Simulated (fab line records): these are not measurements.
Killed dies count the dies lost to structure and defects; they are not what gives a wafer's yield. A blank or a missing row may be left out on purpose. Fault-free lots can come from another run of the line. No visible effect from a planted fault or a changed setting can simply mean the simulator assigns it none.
fab line records	flow n5Finfet
[record] lots = 7	wafers = 21
route steps=1938 shown BEOL_M14@1743 MIM_BOT@1833 MIM_BOT_LITHO@1858 MIM_BOT_ETCH@1866 PASSIVATION@1929
startH: hours from the record's first day to the start of the lot's first wafer shown	waitH: hours since the lot's step before	" identical to the entry in the row above	L1.1+2: one row covering several wafers at once	- value missing, or start not given	* or withheld: withheld	< > ~ a bound
route shown NAME@n: NAME is a module with steps in the file, n the number in the route of the first one	usual: mean/standard deviation taken from wafers without a fault	same: alike in all rows	chamber/n: place in a boat	sites: each site's reading	_std_site: their standard deviation	_edge_site: outer sites' mean less inner sites'	radiusMm: how far each site lies from the wafer's centre	mask NAME#n: copy n	behind: the most recent tool/chamber to have shaped the wafer	hold: cause of the lot's hold/its duration in hours/its outcome	device: the n, p or np transistor that did not switch	end of line: the route-end tests of the same wafers	where a step has no rows: the recipe by itself	killed: at the first sort, the dies lost to defects and structure; wafer yield is something else	map: dies across one wafer; x = killed, . = not, _ = none there
set.NAME: the setting the step ran with; set.NAME@STEP: the setting that earlier step ran with	model.NAME: the simulator's own value behind a step, which no gauge read
lots where settings were altered on purpose, with a table for each step and a row for each wafer
[[steps]]
[step N5_BEOL_M14_PEB_26]
[recipe] pebTempC = 130	pebTimeS = 90
lot.wafer	tool	chamber	startH	waitH	set.pebTempC
L080.1+3+6	lithoTrack-05	0	284.40	0.1	130
L084.1+3+6	lithoTrack-02	0	306.87	0.1	130
L083.2+6	lithoTrack-05	0	307.73	0.0	130
L083.4	"	0	"	"	128.5
L086.1+4	lithoTrack-05	0	317.83	0.1	130
L086.6	"	0	"	"	127.2
L090.1+3	lithoTrack-02	0	331.57	0.1	133.1
L090.5	"	0	"	"	130
L093.2+3+5	lithoTrack-03	0	361.09	0.0	130
L097.2+5	lithoTrack-05	0	376.68	0.0	130
L097.3	"	0	"	"	127.9
[step N5_BEOL_M14_DEVELOP_27]
[recipe] developTimeS = 45	rinseLiquid = diw	dry = airSpin	devTempC = 21
[step N5_BEOL_M14_HARDBAKE_32]
[recipe] tempC = 130	timeS = 120
[step N5_BEOL_M14_CD_MEAS_28]
[recipe] targetCdNm = 284.4	landingEnergyEv = 500	detector = seInlens
[usual] cdNm = 285.1/2.4
lot.wafer	tool	chamber	startH	waitH	set.pebTempC@BEOL_M14_PEB_26	cdNm
L080.1	cdSem-03	0	284.52	-	130	284.7
L080.3	"	0	"	"	130	284.9
L080.6	"	0	"	"	130	286.3
L084.1	cdSem-01	0	306.99	-	130	282.7
L084.3	"	0	"	"	130	288.8
L084.6	"	0	"	"	130	280.8
L083.2	cdSem-03	0	307.85	-	130	293.5
L083.4	"	0	"	"	128.5	279.8
L083.6	"	0	"	"	130	295.0
L086.1	cdSem-03	0	317.94	-	130	282.4
L086.4	"	0	"	"	130	281.8
L086.6	"	0	"	"	127.2	271.5
L090.1	cdSem-02	0	331.69	-	133.1	294.0
L090.3	"	0	"	"	133.1	294.3
L090.5	"	0	"	"	130	282.5
L093.2	cdSem-02	0	361.21	-	130	282.2
L093.3	"	0	"	"	130	283.3
L093.5	"	0	"	"	130	283.9
L097.2	cdSem-03	0	376.79	-	130	285.9
L097.3	"	0	"	"	127.9	274.3
L097.5	"	0	"	"	130	285.2
[step N5_BEOL_M14_DESCUM_33]
[recipe] chemistry = O2	timeS = 7.9	sourcePowerW = 50	biasPowerW = 20	pressureMtorr = 20	rfFrequencyHz = 2.712e+07	tempC = 40	o2FlowSccm = 225
lot.wafer	tool	chamber	startH	waitH	set.doseMj@BEOL_M14_EXPOSE_25	set.pebTempC@BEOL_M14_PEB_26	model.BEOL_M14.cdNm
L080.1+3	rieDiel-05	2,1	285.03	0.5	26.6	130	284.8
L080.6	"	0	"	"	26.6	130	286.4
L084.1	rieDiel-04	2	307.42	0.4	26.6	130	282.2
L084.3	"	3	"	"	27.94	130	288.4
L084.6	"	3	"	"	26.6	130	280.6
L083.2	rieDiel-04	0	308.12	0.2	27.68	130	293.6
L083.4	"	3	"	"	26.6	128.5	279
L083.6	"	1	"	"	27.68	130	294.6
L086.1	rieDiel-06	3	318.86	0.9	25.46	130	282.2
L086.4	"	3	"	"	25.46	130	281.4
L086.6	"	2	"	"	26.6	127.2	272
L090.1	rieDiel-06	1	332.09	0.3	26.6	133.1	294.2
L090.3	"	2	"	"	26.6	133.1	294.8
L090.5	"	1	"	"	26.6	130	282.6
L093.2	rieDiel-06	0	361.29	0.0	26.6	130	282
L093.3+5	"	2,3	"	"	26.6	130	283.6
L097.2	rieDiel-05	2	376.88	0.0	26.6	130	286
L097.3	"	3	"	"	26.6	127.9	274.2
L097.5	"	1	"	"	26.6	130	285.2
[step N5_BEOL_M14_ETCH_67]
[recipe] chemistry = CF4	target = SiARC	targetDepthA = 1430	timeS = 238.3	ionEnergyEv = 80	pressureMtorr = 40	sourceW = 545	biasW = 36	Ar_flow_sccm = 100	cf4FlowSccm = 100	ends = cleared
lot.wafer	tool	chamber	startH	waitH	set.doseMj@BEOL_M14_EXPOSE_25	set.pebTempC@BEOL_M14_PEB_26	model.BEOL_M14.cdNm
L080.1	rieDiel-05	2	285.07	0.0	26.6	130	280.4
L080.3	"	1	"	"	26.6	130	280.2
L080.6	"	0	"	"	26.6	130	281.2
L084.1	rieDiel-04	2	307.46	0.0	26.6	130	277.4
L084.3	"	3	"	"	27.94	130	284
L084.6	"	3	"	"	26.6	130	276.4
L083.2	rieDiel-04	0	308.16	0.0	27.68	130	289.2
L083.4	"	3	"	"	26.6	128.5	274.8
L083.6	"	1	"	"	27.68	130	290.4
L086.1	rieDiel-06	3	318.91	0.0	25.46	130	278.2
L086.4	"	3	"	"	25.46	130	277.6
L086.6	"	2	"	"	26.6	127.2	267
L090.1	rieDiel-06	1	332.12	0.0	26.6	133.1	290.6
L090.3	"	2	"	"	26.6	133.1	290.2
L090.5	"	1	"	"	26.6	130	278.6
L093.2	rieDiel-06	0	361.33	0.0	26.6	130	278
L093.3	"	2	"	"	26.6	130	278.4
L093.5	"	3	"	"	26.6	130	279.6
L097.2	rieDiel-05	2	376.91	0.0	26.6	130	281.8
L097.3	"	3	"	"	26.6	127.9	270
L097.5	"	1	"	"	26.6	130	281
[step N5_BEOL_M14_ETCH_68]
[recipe] chemistry = N2/H2	target = SOC	maskMaterial = SiARC	sourceW = 3000	biasW = 350	tempC = 40	timeS = 450	ionEnergyEv = 200	pressureMtorr = 30	n2FlowSccm = 200	h2FlowSccm = 200
lot.wafer	tool	chamber	startH	waitH	set.pebTempC@BEOL_M14_PEB_26	model.BEOL_M14.cdNm
L080.1	rieDiel-05	2	285.22	0.1	130	280.4
L080.3	"	1	"	"	130	280.6
L080.6	"	0	"	"	130	281.6
L084.1	rieDiel-04	2	307.60	0.1	130	278.2
L084.3	"	3	"	"	130	288.8
L084.6	"	3	"	"	130	281.2
L083.2	rieDiel-04	0	308.30	0.1	130	289.8
L083.4	"	3	"	"	128.5	280.2
L083.6	"	1	"	"	130	289.6
L086.1	rieDiel-06	3	319.13	0.1	130	278
L086.4	"	3	"	"	130	275.6
L086.6	"	2	"	"	127.2	267
L090.1	rieDiel-06	1	332.27	0.1	133.1	294.6
L090.3	"	2	"	"	133.1	291.8
L090.5	"	1	"	"	130	282
L093.2	rieDiel-06	0	361.47	0.1	130	275.2
L093.3	"	2	"	"	130	278.4
L093.5	"	3	"	"	130	279.2
L097.2	rieDiel-05	2	377.06	0.1	130	281.2
L097.3	"	3	"	"	127.9	270.4
L097.5	"	1	"	"	130	282.4
[step N5_BEOL_M14_STRIP_69]
[recipe] chemistry = N2/H2	tempC = 40	n2FlowSccm = 200	h2FlowSccm = 200	rfFrequencyHz = 6e+07
[step N5_BEOL_M14_TRENCH_ETCH_34]
[recipe] chemistry = C4F8/O2/Ar	target = SiO2	targetDepthA = 5566.5	maskMaterial = SOC	heInnerTorr = 15	heOuterTorr = 30	timeS = 126.9	ionEnergyEv = 800	pressureMtorr = 20	sourceW = 1905	biasW = 2040	Ar_flow_sccm = 400	C4F8_flow_sccm = 16	O2_flow_sccm = 12
lot.wafer	tool	chamber	startH	waitH	set.pebTempC@BEOL_M14_PEB_26	model.BEOL_M14.cdNm
L080.1	rieDiel-05	2	285.49	0.0	130	280.4
L080.3	"	1	"	"	130	280
L080.6	"	0	"	"	130	281.8
L084.1	rieDiel-04	2	307.88	0.0	130	278
L084.3	"	3	"	"	130	287.8
L084.6	"	3	"	"	130	280.6
L083.2+6	rieDiel-04	0,1	308.58	0.0	130	290.2
L083.4	"	3	"	"	128.5	279.2
L086.1	rieDiel-06	3	319.54	0.0	130	277.8
L086.4	"	3	"	"	130	275.4
L086.6	"	2	"	"	127.2	266.8
L090.1	rieDiel-06	1	332.54	0.0	133.1	294.4
L090.3	"	2	"	"	133.1	291.4
L090.5	"	1	"	"	130	282
L093.2	rieDiel-06	0	361.75	0.0	130	275.8
L093.3	"	2	"	"	130	277.8
L093.5	"	3	"	"	130	279.4
L097.2	rieDiel-05	2	377.33	0.0	130	281
L097.3	"	3	"	"	127.9	270.2
L097.5	"	1	"	"	130	281.8
[step N5_MIM_BOT_SPUTTER_00]
[recipe] material = TiN	targetThkA = 350	tempC = 200	powerW = 3000	chamberPressurePa = 0.49996	gas = Ar	reactivePartialPa = 0.37997	timeS = 89.7
lot.wafer	tool	chamber	startH	waitH	set.timeS	model.TiN_of_MIM_BOT_SPUTTER_00.thkNm
L080.1+6	pvdSputter-03	-	298.65	0.0	89.7	35
L080.3	"	-	"	"	89.7	35.4
L084.1	pvdSputter-02	-	320.47	0.0	89.7	35.6
L084.3	"	-	"	"	89.7	35.2
L084.6	"	-	"	"	84.39	32.4
L083.2+4	pvdSputter-03	-	320.49	0.0	89.7	34.4
L083.6	"	-	"	"	82.71	31.6
L086.1	pvdSputter-03	-	332.38	0.0	89.7	34.8
L086.4+6	"	-	"	"	89.7	35
L090.1	pvdSputter-01	-	346.30	0.0	89.7	35.2
L090.3	"	-	"	"	83.13	33
L090.5	"	-	"	"	83.13	32.6
L093.2	pvdSputter-02	-	377.13	0.0	85.27	33.4
L093.3	"	-	"	"	89.7	35.4
L093.5	"	-	"	"	85.27	33.8
L097.2	pvdSputter-02	-	389.43	0.0	98.55	39.2
L097.3	"	-	"	"	98.55	38.4
L097.5	"	-	"	"	98.55	38.8
[step N5_MIM_BOT_LITHO_EXPOSE_05]
[recipe] maskId = MIM_BOT	na = 0.55	sourceShape = conventional	sigmaOuter = 0.8	polarization = unpolarized	doseMj = 24.25
lot.wafer	tool	chamber	startH	waitH	mask	set.doseMj
L080.1+3+6	krfScanner-01	0	302.49	-	MIM_BOT#0	24.25
L084.1	krfScanner-01	0	322.51	-	MIM_BOT#0	24.25
L084.3+6	"	0	"	"	MIM_BOT#0	25.58
L083.2+6	krfScanner-02	0	322.68	-	MIM_BOT#0	24.25
L083.4	"	0	"	"	MIM_BOT#0	24.96
L086.1+6	krfScanner-01	0	334.84	-	MIM_BOT#0	23.57
L086.4	"	0	"	"	MIM_BOT#0	24.25
L090.1+3+5	krfScanner-02	0	348.11	-	MIM_BOT#0	24.25
L093.2	krfScanner-01	0	381.21	-	MIM_BOT#0	24.25
L093.3+5	"	0	"	"	MIM_BOT#0	25.56
L097.2+3	krfScanner-01	0	391.54	-	MIM_BOT#0	24.25
L097.5	"	0	"	"	MIM_BOT#0	23.19
[step N5_MIM_BOT_LITHO_PEB_06]
[recipe] pebTempC = withheld	pebTimeS = *
[step N5_MIM_BOT_LITHO_DEVELOP_07]
[recipe] developTimeS = 60	rinseLiquid = diw	dry = airSpin	devTempC = 21
[step N5_MIM_BOT_LITHO_HARDBAKE_09]
[recipe] tempC = 130	timeS = 120
[step N5_MIM_BOT_LITHO_CD_MEAS_08]
[recipe] targetCdNm = 3000	landingEnergyEv = 500	detector = seInlens	polarity = opening
[usual] cdNm = 2998.8/2.4
lot.wafer	tool	chamber	startH	waitH	set.doseMj@MIM_BOT_LITHO_EXPOSE_05	cdNm
L080.1	cdSem-03	0	302.67	-	24.25	2998.9
L080.3	"	0	"	"	24.25	2997.7
L080.6	"	0	"	"	24.25	2997.2
L084.1	cdSem-03	0	322.69	-	24.25	2996.4
L084.3	"	0	"	"	25.58	3009.4
L084.6	"	0	"	"	25.58	3009.4
L083.2	cdSem-01	0	322.85	-	24.25	3000.6
L083.4	"	0	"	"	24.96	3004.5
L083.6	"	0	"	"	24.25	2997.7
L086.1	cdSem-01	0	335.02	-	23.57	2996.4
L086.4	"	0	"	"	24.25	2999.2
L086.6	"	0	"	"	23.57	2995.4
L090.1	cdSem-03	0	348.29	-	24.25	2995.5
L090.3	"	0	"	"	24.25	3000.0
L090.5	"	0	"	"	24.25	2998.0
L093.2	cdSem-03	0	381.38	-	24.25	2996.2
L093.3	"	0	"	"	25.56	3005.9
L093.5	"	0	"	"	25.56	3007.8
L097.2	cdSem-01	0	391.71	-	24.25	2997.9
L097.3	"	0	"	"	24.25	2999.0
L097.5	"	0	"	"	23.19	2989.7
[step N5_MIM_BOT_ETCH_ETCH_04]
[recipe] chemistry = CF4/O2	target = SiNx	targetDepthA = 260	timeS = 13	ionEnergyEv = 100	pressureMtorr = 40	sourceW = 535	biasW = 49	Ar_flow_sccm = 100	cf4FlowSccm = 100	O2_flow_sccm = 10
lot.wafer	tool	chamber	startH	waitH	set.timeS	model.etch.depthNm
L080.1	rieDiel-05	2	303.13	0.0	13	25.93
L080.3	"	0	"	"	13	27.87
L080.6	"	0	"	"	13	28.15
L084.1	rieDiel-05	0	322.84	0.0	11.06	23.95
L084.3	"	1	"	"	13	27.12
L084.6	"	0	"	"	11.06	23.71
L083.2	rieDiel-06	1	323.00	0.0	14.44	29.4
L083.4	"	2	"	"	13	25.61
L083.6	"	3	"	"	13	25.64
L086.1	rieDiel-06	2	335.19	0.0	10.94	21.91
L086.4	"	3	"	"	10.94	21.5
L086.6	"	0	"	"	10.94	22.25
L090.1	rieDiel-04	2	348.49	0.0	11.26	22.11
L090.3	"	0	"	"	13	25.64
L090.5	"	0	"	"	11.26	22.29
L093.2	rieDiel-04	2	381.70	0.0	15.7	30.74
L093.3	"	3	"	"	13	25.22
L093.5	"	3	"	"	15.7	30.48
L097.2	rieDiel-06	2	391.90	0.0	13	25.92
L097.3	"	3	"	"	14.83	29.29
L097.5	"	3	"	"	14.83	29.04
[step N5_PASSIVATION_PASS_ETCH_47]
[recipe] chemistry = CF4/O2	target = SiNx	targetDepthA = 7700	timeS = 385	ionEnergyEv = 100	pressureMtorr = 40	sourceW = 535	biasW = 49	Ar_flow_sccm = 100	cf4FlowSccm = 100	O2_flow_sccm = 10
lot.wafer	tool	chamber	startH	waitH	set.timeS	model.etch.depthNm
L080.1	rieDiel-04	3	310.19	0.0	385	746.7
L080.3	"	0	"	"	385	758.2
L080.6	"	2	"	"	385	758.7
L084.1	rieDiel-06	3	329.16	0.0	385	755.2
L084.3	"	1	"	"	385	783.7
L084.6	"	2	"	"	452.9	900.5
L083.2	rieDiel-04	2	329.42	0.0	385	751
L083.4	"	3	"	"	385	740
L083.6	"	3	"	"	385	734.6
L086.1	rieDiel-04	1	340.88	0.0	428.5	886.5
L086.4	"	2	"	"	428.5	829.8
L086.6	"	2	"	"	385	746.6
L090.1	rieDiel-06	2	355.32	0.0	310.4	618.2
L090.3	"	1	"	"	310.4	629.2
L090.5	"	2	"	"	310.4	626.6
L093.2	rieDiel-05	1	387.69	0.0	385	795.5
L093.3	"	2	"	"	385	764.8
L093.5	"	2	"	"	342.9	677.4
L097.2	rieDiel-04	3	397.80	0.0	450.5	860.7
L097.3	"	0	"	"	385	790.8
L097.5	"	3	"	"	450.5	873.4
[[key]]
[split] step = N5_BEOL_M14_PEB_26	setting = pebTempC	stated = 130	by = wafer
[response] step = N5_BEOL_M14_CD_MEAS_28	reading = cdNm	change = +5.98	per = 1%	r = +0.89
[response] step = N5_BEOL_M14_DESCUM_33	reading = model.BEOL_M14.cdNm	change = +5.98	per = 1%	r = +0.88
[response] step = N5_BEOL_M14_ETCH_67	reading = model.BEOL_M14.cdNm	change = +6.12	per = 1%	r = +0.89
[response] step = N5_BEOL_M14_ETCH_68	reading = model.BEOL_M14.cdNm	change = +5.41	per = 1%	r = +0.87
[response] step = N5_BEOL_M14_TRENCH_ETCH_34	reading = model.BEOL_M14.cdNm	change = +5.46	per = 1%	r = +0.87
[split] step = N5_MIM_BOT_SPUTTER_00	setting = timeS	stated = 89.7	by = wafer
[response] step = N5_MIM_BOT_SPUTTER_00	reading = model.TiN_of_MIM_BOT_SPUTTER_00.thkNm	change = +0.38	per = 1%	r = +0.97
[split] step = N5_MIM_BOT_LITHO_EXPOSE_05	setting = doseMj	stated = 24.25	by = wafer
[response] step = N5_MIM_BOT_LITHO_CD_MEAS_08	reading = cdNm	change = +2.02	per = 1%	r = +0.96
[split] step = N5_MIM_BOT_ETCH_ETCH_04	setting = timeS	stated = 13	by = wafer
[response] step = N5_MIM_BOT_ETCH_ETCH_04	reading = model.etch.depthNm	change = +0.255	per = 1%	r = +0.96
[split] step = N5_PASSIVATION_PASS_ETCH_47	setting = timeS	stated = 385	by = wafer
[response] step = N5_PASSIVATION_PASS_ETCH_47	reading = model.etch.depthNm	change = +7.07	per = 1%	r = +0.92
split outsideThisFile step=N5_BEOL_M14_EXPOSE_25 setting=doseMj
// split outsideThisFile: this setting was split too, and the file shows its column; the key of that split is in another file
